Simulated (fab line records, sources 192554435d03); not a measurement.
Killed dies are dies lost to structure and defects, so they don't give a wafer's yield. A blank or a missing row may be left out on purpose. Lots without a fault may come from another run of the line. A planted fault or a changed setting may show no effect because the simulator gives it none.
Chamber matching | flow n5_finfet | N5_MOL_CONTACT_COAG_ETCH_15 on rie_diel-02: 4 sister chambers
The step etches SiNx in CH3F/O2, stops on Si:P, target depth 7 nm. 8 wafers are shown with their chamber, then 8 later ones without.

WAFERS WITH THEIR CHAMBER
wafer  | chamber | drypump_motor_current_A (A) | throttle_valve_pct (%)
L075.4 | 3       | 5.9                         | 16.59
L081.2 | 0       | 6.5                         | 16.23
L081.5 | 2       | 5.1                         | 16.80
L081.6 | 1       | 6.3                         | 16.22
L091.1 | 3       | 5.9                         | 16.64
L091.2 | 2       | 5.1                         | 16.85
L091.6 | 0       | 6.5                         | 16.26
L092.1 | 1       | 6.2                         | 16.24

WAFERS WITHOUT THEIR CHAMBER
wafer  | drypump_motor_current_A (A) | throttle_valve_pct (%)
L092.3 | 5.9                         | 16.66
L092.4 | 5.1                         | 16.85
L095.2 | 6.3                         | 16.25
L095.3 | 5.1                         | 16.86
L095.5 | 6.5                         | 16.30
L097.1 | 5.9                         | 16.66
L097.3 | 6.3                         | 16.25
L097.5 | 5.1                         | 16.87

WHICH CHAMBER EACH WENT THROUGH
wafer  | from the rows above | in truth
L092.3 | 3                   | 3
L092.4 | 2                   | 2
L095.2 | 1                   | 1
L095.3 | 2                   | 2
L095.5 | 0                   | 0
L097.1 | 3                   | 3
L097.3 | 1                   | 1
L097.5 | 2                   | 2
Placed correctly: 8 of 8. Can't be placed from these rows: 0. Placed wrongly: 0.
How it was worked out, from the rows above alone: a wafer's distance from a chamber is the root of the sum, over the readings, of the square of ((its reading less the chamber's mean) divided by the reading's scatter). The wafer belongs to the nearest chamber; if the next one is less than 2 further off, it can't be placed. A chamber's mean is the mean of its shown wafers. The scatter: the root of (the sum of the squares of (reading less its chamber's mean) over the shown wafers, divided by (wafers less chambers)).
